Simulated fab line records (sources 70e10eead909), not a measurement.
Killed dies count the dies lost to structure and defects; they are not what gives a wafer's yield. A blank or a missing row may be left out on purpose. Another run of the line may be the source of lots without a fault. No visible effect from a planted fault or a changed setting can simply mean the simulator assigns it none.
Which tool is to blame? -- flow nand-harc -- 24 lots, 72 wafers sampled, at 3 steps of a route of 1302

WHAT THE GAUGES READ, wafer by wafer
NHARC_A_BLC_CD_MEAS_10: the cd target is 100 nm.
lot,measured,on,cd-nm (nm)
L074,day 22 10:47,cd-sem-01,100.2 101.0 99.6
L076,day 23 03:50,cd-sem-02,100.6 100.1 99.1
L077,day 23 06:21,cd-sem-01,100.6 99.3 100.1
L078,day 24 00:28,cd-sem-01,100.2 99.9 99.7
L079,day 24 10:19,cd-sem-01,98.7 99.8 98.9
L081,day 25 15:03,cd-sem-03,100.0 101.0 99.2
L075,day 25 19:27,cd-sem-03,101.3 99.6 100.0
L080,day 25 21:25,cd-sem-03,101.1 99.2 99.2
L082,day 26 06:14,cd-sem-01,100.4 99.8 100.7
L083,day 26 09:52,cd-sem-03,100.7 100.6 99.8
L084,day 26 10:29,cd-sem-01,99.4 99.7 98.6
L085,day 27 07:51,cd-sem-01,99.9 99.9 100.7
L086,day 27 17:34,cd-sem-01,98.9 99.7 100.2
L087,day 28 08:46,cd-sem-01,99.1 99.3 99.4
L090,day 28 13:48,cd-sem-03,99.5 99.3 99.3
L089,day 28 14:48,cd-sem-03,100.2 100.0 99.8
L088,day 29 01:30,cd-sem-01,100.6 101.5 100.5
L092,day 29 03:23,cd-sem-03,99.8 100.1 100.9
L091,day 29 06:49,cd-sem-02,99.8 99.5 99.3
L093,day 30 03:58,cd-sem-01,100.2 99.4 100.5
L095,day 31 12:31,cd-sem-03,100.0 99.7 100.1
L096,day 31 14:57,cd-sem-03,99.5 99.6 99.5
L094,day 31 18:31,cd-sem-01,100.4 100.7 101.0
L097,day 31 22:28,cd-sem-03,100.1 99.9 100.6

NHARC_A_M0_THK_MEAS_24: measures by xrf.
lot,measured,on,thk-nm (nm)
L074,day 22 17:23,film-metro-01,113.8 113.0 113.8
L076,day 23 10:22,film-metro-01,117.2 114.3 114.6
L077,day 23 13:09,film-metro-01,116.1 118.5 117.8
L078,day 24 06:58,film-metro-02,113.7 115.0 113.0
L079,day 24 17:41,film-metro-01,113.0 113.6 114.6
L081,day 25 22:02,film-metro-02,117.2 117.3 116.7
L075,day 26 02:20,film-metro-02,115.9 114.9 117.0
L080,day 26 04:29,film-metro-01,114.0 114.1 116.7
L082,day 26 13:22,film-metro-01,116.1 114.4 113.9
L083,day 26 17:00,film-metro-01,115.5 114.3 116.2
L084,day 26 17:25,film-metro-01,115.3 114.9 114.0
L085,day 27 14:17,film-metro-01,112.8 112.5 114.1
L086,day 28 00:32,film-metro-02,113.5 114.0 113.5
L087,day 28 15:20,film-metro-02,114.1 114.2 116.3
L090,day 28 20:34,film-metro-01,110.4 112.0 109.9
L089,day 28 21:26,film-metro-02,112.4 114.2 112.4
L088,day 29 08:05,film-metro-01,113.6 112.6 114.3
L092,day 29 09:53,film-metro-02,114.0 112.2 114.4
L091,day 29 13:21,film-metro-02,110.5 111.4 114.8
L093,day 30 10:34,film-metro-02,112.8 112.4 113.1
L095,day 31 18:55,film-metro-01,115.0 116.7 114.5
L096,day 31 21:56,film-metro-02,113.1 115.9 114.1
L094,day 32 01:35,film-metro-01,115.4 111.8 114.2
L097,day 32 05:16,film-metro-02,111.5 112.0 114.4

WHICH TOOL RAN EACH LOT (tool, then ch and the chambers of the sampled wafers, then the start)
lot,NHARC_A_BLC_DESCUM_15
L074,"rie-diel-01 ch 0,1,3, day 22 10:59"
L076,"rie-diel-01 ch 1,3, day 23 04:02"
L077,"rie-diel-09 ch 0,1,2, day 23 06:33"
L078,"rie-diel-01 ch 1,3, day 24 00:38"
L079,"rie-diel-05 ch 0,2, day 24 10:31"
L081,"rie-diel-09 ch 1,2,3, day 25 15:17"
L075,"rie-diel-05 ch 1,2,3, day 25 19:38"
L080,"rie-diel-09 ch 0,2, day 25 21:36"
L082,"rie-diel-05 ch 0,1,3, day 26 06:25"
L083,"rie-diel-05 ch 0,1,3, day 26 10:03"
L084,"rie-diel-01 ch 0,2,3, day 26 10:41"
L085,"rie-diel-05 ch 0,1,3, day 27 08:02"
L086,"rie-diel-01 ch 0,1,2, day 27 17:45"
L087,"rie-diel-01 ch 1,2, day 28 08:57"
L090,"rie-diel-05 ch 0,1,2, day 28 14:00"
L089,"rie-diel-01 ch 0,1,2, day 28 14:59"
L088,"rie-diel-01 ch 2,3, day 29 01:42"
L092,"rie-diel-05 ch 1,2,3, day 29 03:35"
L091,"rie-diel-01 ch 0,1,2, day 29 07:01"
L093,"rie-diel-05 ch 0,1,2, day 30 04:10"
L095,"rie-diel-05 ch 1,2, day 31 12:43"
L096,"rie-diel-05 ch 1,2,3, day 31 15:08"
L094,"rie-diel-05 ch 0,1,3, day 31 18:42"
L097,"rie-diel-05 ch 0,1,2, day 31 22:40"
- NHARC_A_BLC_DESCUM_15: chemistry O2, time 3 s.

AS READ BY THE TOOLS THEMSELVES (means over the sampled wafers that have a number; for cases with no such wafer, the mark the record gives instead)
NHARC_A_BLC_DESCUM_15.
lot,tool,drypump-motor-current-A (A),oes-product-au (a.u.),rf-vpp-V (V),showerhead-plenum-p-Torr (Torr),throttle-valve-pct (%)
L074,rie-diel-01,5.5,1.002,57.7,1.97,11.314
L076,rie-diel-01,5.5,1.003,57.7,2.02,11.303
L077,rie-diel-09,5.9,1.004,58.0,1.94,11.309
L078,rie-diel-01,5.5,1.001,58.5,2.02,11.313
L079,rie-diel-05,5.6,0.993,57.2,1.90,11.316
L081,rie-diel-09,6.1,1.001,57.9,1.94,11.320
L075,rie-diel-05,6.0,0.992,58.2,1.94,11.315
L080,rie-diel-09,5.8,0.998,58.4,1.94,11.302
L082,rie-diel-05,5.6,0.999,57.9,1.97,11.311
L083,rie-diel-05,5.7,1.000,58.8,1.97,11.302
L084,rie-diel-01,5.6,0.994,57.6,1.95,11.306
L085,rie-diel-05,5.7,0.994,57.4,1.97,11.304
L086,rie-diel-01,5.4,1.001,56.9,1.99,11.305
L087,rie-diel-01,5.5,1.004,57.9,2.02,11.313
L090,rie-diel-05,5.8,0.991,58.2,1.92,11.308
L089,rie-diel-01,5.4,0.994,57.7,1.99,11.307
L088,rie-diel-01,5.8,0.998,57.6,1.95,11.305
L092,rie-diel-05,6.0,0.993,58.0,1.94,11.309
L091,rie-diel-01,5.3,1.007,57.7,1.99,11.299
L093,rie-diel-05,5.8,0.995,58.2,1.92,11.312
L095,rie-diel-05,6.1,1.005,57.3,1.89,11.307
L096,rie-diel-05,6.0,1.000,58.0,1.94,11.310
L094,rie-diel-05,5.6,0.990,57.6,1.97,11.315
L097,rie-diel-05,5.7,0.992,57.5,1.92,11.318

THE ANSWER, worked out from the rows above alone
Rule: the usual values come from the lots themselves. Put in order of their means at a reading, lots are off if they are a third of the lots or fewer, leave a main group of 4 or more, and stand apart from it by a gap of 3 or more times the standard deviation of the main group's means; of several such gaps the widest counts. The tables above print the reading to a certain number of digits; a main group whose means all agree to those digits is not used. Also off: a lot with no number at a reading for which 4 or more lots have one. The other lots that the step has rows for count as sound. After the gauges, taken in route order, come the tools' own readings; for these a lot's mean is taken, as printed above. At the first step where some lot is off, the reading lying furthest off is the one used; lots without a number count as furthest.
None of the lots is off at any reading shown; this tells nothing.

WHAT WAS PUT IN BY THE SIMULATOR
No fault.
